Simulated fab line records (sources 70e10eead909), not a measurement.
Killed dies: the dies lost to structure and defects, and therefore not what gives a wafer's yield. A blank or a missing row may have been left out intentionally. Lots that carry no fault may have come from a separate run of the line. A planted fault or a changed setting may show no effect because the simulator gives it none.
Matching of chambers ; flow nand harc ; NHARC_P_M1_ETCH_35 on rie diel-07: 4 sister chambers
The step etches the open film in N2/H2, target depth 40 nm, overetch 12 nm, time 43.94 s. 18 wafers are shown with their chamber, then 9 later ones without.

== WAFERS WITH THEIR CHAMBER ==
wafer;chamber;showerhead plenum p Torr (Torr);drypump motor current A (A);rf vpp V (V)
L074.3;0;2.03;6.2;430.8
L074.4;1;2.00;5.1;430.7
L074.5;1;2.00;5.1;429.4
L075.1;2;2.07;6.0;432.0
L075.3;3;2.01;5.9;430.4
L075.6;0;2.03;6.3;430.4
L076.1;3;2.01;5.9;429.7
L076.2;0;2.03;6.3;431.0
L076.5;2;2.07;6.0;431.3
L079.1;1;2.00;5.1;428.7
L079.2;2;2.07;5.9;430.4
L079.6;1;2.00;5.1;428.7
L083.2;0;2.03;6.3;430.3
L083.4;1;2.00;5.1;429.8
L083.5;2;2.07;6.0;429.7
L086.1;0;2.02;6.3;430.2
L086.2;3;2.01;5.9;430.4
L086.6;0;2.02;6.3;430.5

SIGNATURES (averages over the wafers above)
reading;chamber 0;chamber 1;chamber 2;chamber 3;scatter within a chamber
showerhead plenum p Torr;2.0267;2.0000;2.0700;2.0100;0.00309
drypump motor current A;6.283;5.100;5.975;5.900;0.0336
rf vpp V;430.533;429.460;430.850;430.167;0.69
Rule: a wafer lies at a distance from a chamber equal to the root of the sum of squares, over the readings, of (its reading less the chamber's mean, divided by the reading's scatter). If the next closest chamber is less than 2 further off than the closest, the wafer can't be placed; otherwise it belongs to the closest. The scatter is the square root of a quotient: the sum, over the shown wafers, of each reading's squared deviation from its chamber's mean, divided by wafers minus chambers.

== WAFERS WHOSE CHAMBER IS MISSING ==
wafer;showerhead plenum p Torr (Torr);drypump motor current A (A);rf vpp V (V)
L092.2;2.07;6.0;432.0
L092.4;2.02;6.3;430.3
L092.5;2.00;5.1;429.8
L090.1;2.01;6.0;430.2
L090.2;2.02;6.3;431.2
L090.5;2.02;6.3;430.1
L095.1;2.00;5.1;430.2
L095.4;2.01;5.9;429.6
L095.5;2.00;5.1;428.4

== WHICH CHAMBER EACH ONE RAN IN ==
wafer;from the rows above;in truth
L092.2;2;2
L092.4;0;0
L092.5;1;1
L090.1;3;3
L090.2;0;0
L090.5;0;0
L095.1;1;1
L095.4;3;3
L095.5;1;1
Correctly placed: 9 of 9. Left unplaced by these rows: 0. Placed wrongly: 0.
